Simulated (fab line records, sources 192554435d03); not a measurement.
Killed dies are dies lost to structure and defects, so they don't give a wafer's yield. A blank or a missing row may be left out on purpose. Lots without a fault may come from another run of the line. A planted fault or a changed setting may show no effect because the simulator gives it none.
Problem report in the 8D (eight disciplines) form, filled by code | flow n5_finfet | the parts of the form that need people (team, actions taken, sign-off) are left out

1. THE PROBLEM
susceptor_temp_C at N5_DUMMY_GATE_CVD_03 reads a mean of 543.09 C on 6 wafers of 2 lots; wafers without a fault read 529.97 C with a standard deviation of 0.19. That is +69 standard deviations from the usual mean.
The step: deposits a-Si from SiH4, target thk 150 nm, time 8042 s.
First seen on wafer L986.1, day 4 19:16, on lpcvd-01. The record holds 27 wafers of 9 lots with a number at this step. Rule for "out", or "out of limits": more than 4 standard deviations from the usual mean. The other wafers with a number count as sound.

2. WHAT IT IS AND WHAT IT IS NOT
question                    | is                                                                                                         | is not
which readings at this step | susceptor_temp_C, spike_tc_bottom_C, spike_tc_centre_C, spike_tc_lower_C, spike_tc_top_C, spike_tc_upper_C | -
which lots                  | L986, L987                                                                                                 | L100, L101, L978, L983, L984, L985, L999
which wafers of those lots  | all that have a number                                                                                     | -
read on which tools         | lpcvd-01                                                                                                   | lpcvd-02
when                        | from day 4 19:16                                                                                           | up to then (12 sound wafers); but 9 sound wafers of L100, L101, L999 came after

3. SUSPECTS, AND WHAT RULES EACH OUT
Counting: a tool at a process step up to the reading stays a suspect if it ran every lot that is out and no sound lot after the first of them.
- lpcvd-01 at N5_DUMMY_GATE_CVD_03 (deposits a-Si from SiH4, target thk 150 nm, time 8042 s): ruled out as a lasting fault. Sound lots L999, L100 ran on it after its first lot that is out, L986 (day 4 19:16).
Left after counting: nothing in the record.

4. THE CAUSE (what the simulator had put in)
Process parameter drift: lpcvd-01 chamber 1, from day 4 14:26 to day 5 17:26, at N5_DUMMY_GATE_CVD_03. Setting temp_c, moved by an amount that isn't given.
Counting ruled it out, wrongly.

5. THE CHAIN OF EFFECTS, in route order
Each row: a reading whose mean over the struck wafers that have a number lies more than 3 standard deviations from the usual. Only readings for which the record gives a usual standard deviation are gone through. hours: the time from each lot's start at the first step in this table that gives one to its start at this step, as a median over the lots. sigmas: the change in usual standard deviations.
hours | step                 | reading            | usual    | on struck wafers | change | sigmas
0     | N5_DUMMY_GATE_CVD_03 | spike_tc_bottom_C  | 549.8 C  | 562.0            | +12.2  | +8.7
0     | N5_DUMMY_GATE_CVD_03 | spike_tc_centre_C  | 531.5 C  | 544.7            | +13.2  | +36
0     | N5_DUMMY_GATE_CVD_03 | spike_tc_lower_C   | 529.7 C  | 542.5            | +12.8  | +12
0     | N5_DUMMY_GATE_CVD_03 | spike_tc_top_C     | 552.3 C  | 563.9            | +11.6  | +5.8
0     | N5_DUMMY_GATE_CVD_03 | spike_tc_upper_C   | 530.5 C  | 544.2            | +13.7  | +20
0     | N5_DUMMY_GATE_CVD_03 | susceptor_temp_C   | 529.97 C | 543.09           | +13.12 | +69
4     | N5_DUMMY_GATE_CMP_04 | time_to_endpoint_s | 13.3 s   | 24.5             | +11.2  | +4.3
The process steps in it:
- N5_DUMMY_GATE_CVD_03: deposits a-Si from SiH4, target thk 150 nm, time 8042 s.
- N5_DUMMY_GATE_CMP_04: polishes a-Si.
Later measuring or inspecting steps at which every struck wafer that the step has a row for has a number for every such reading, and none has moved that far: N5_BEOL_M4_RC_MEAS_101.

6. WHAT WOULD HAVE CAUGHT IT SOONER
In this record the first reading out of limits was taken at day 4 19:16, 5 hours after the fault began at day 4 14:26.
